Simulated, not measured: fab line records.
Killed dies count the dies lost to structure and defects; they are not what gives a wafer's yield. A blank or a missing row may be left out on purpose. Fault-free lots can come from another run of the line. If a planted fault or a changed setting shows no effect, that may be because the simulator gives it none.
Matching of chambers / flow n5Finfet / N5_BEOL_M14_CMP_49 on cmp-04 has 4 sister chambers
The step polishes, stops on SiO2, t overpolish 5.2 s, target thk 560 nm. 4 wafers are shown with their chamber, then 8 later ones without.

== WAFERS, EACH WITH ITS CHAMBER ==
wafer=L080.4; chamber=3; motorCurrentA (A)=8.2
wafer=L083.2; chamber=1; motorCurrentA (A)=7.7
wafer=L085.3; chamber=0; motorCurrentA (A)=8.8
wafer=L087.1; chamber=2; motorCurrentA (A)=8.3

== WAFERS WITHOUT THEIR CHAMBER ==
wafer=L087.3; motorCurrentA (A)=7.8
wafer=L087.4; motorCurrentA (A)=6.9
wafer=L090.3; motorCurrentA (A)=9.2
wafer=L090.4; motorCurrentA (A)=8.7
wafer=L091.2; motorCurrentA (A)=8.0
wafer=L091.3; motorCurrentA (A)=7.6
wafer=L097.1; motorCurrentA (A)=7.9
wafer=L097.4; motorCurrentA (A)=7.5

== WHICH CHAMBER EACH WENT THROUGH ==
wafer=L087.3; from the rows above=can't be placed: 1 or 3 or 2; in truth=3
wafer=L087.4; from the rows above=can't be placed: 1 or 3 or 2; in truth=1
wafer=L090.3; from the rows above=can't be placed: 0 or 2 or 3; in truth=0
wafer=L090.4; from the rows above=can't be placed: 0 or 2 or 3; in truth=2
wafer=L091.2; from the rows above=can't be placed: 3 or 1 or 2 or 0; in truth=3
wafer=L091.3; from the rows above=can't be placed: 1 or 3 or 2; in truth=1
wafer=L097.1; from the rows above=can't be placed: 1 or 3 or 2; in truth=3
wafer=L097.4; from the rows above=can't be placed: 1 or 3 or 2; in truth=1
Placed correctly: 0 of 8. Unplaceable from these rows: 8, with the true chamber sitting among the candidates in 8. Placed wrongly: 0.
How it was worked out, from the rows above alone: a wafer's distance from a chamber is the root of the sum, over the readings, of the square of ((its reading less the chamber's mean) divided by the reading's scatter). If the next closest chamber is less than 2 further off than the closest, the wafer can't be placed; otherwise it belongs to the closest. Each chamber's mean is taken over the wafers shown for it. The scatter (one wafer shown for each chamber): square how far every hidden wafer sits from the nearest shown wafer, average those squares and take the square root.
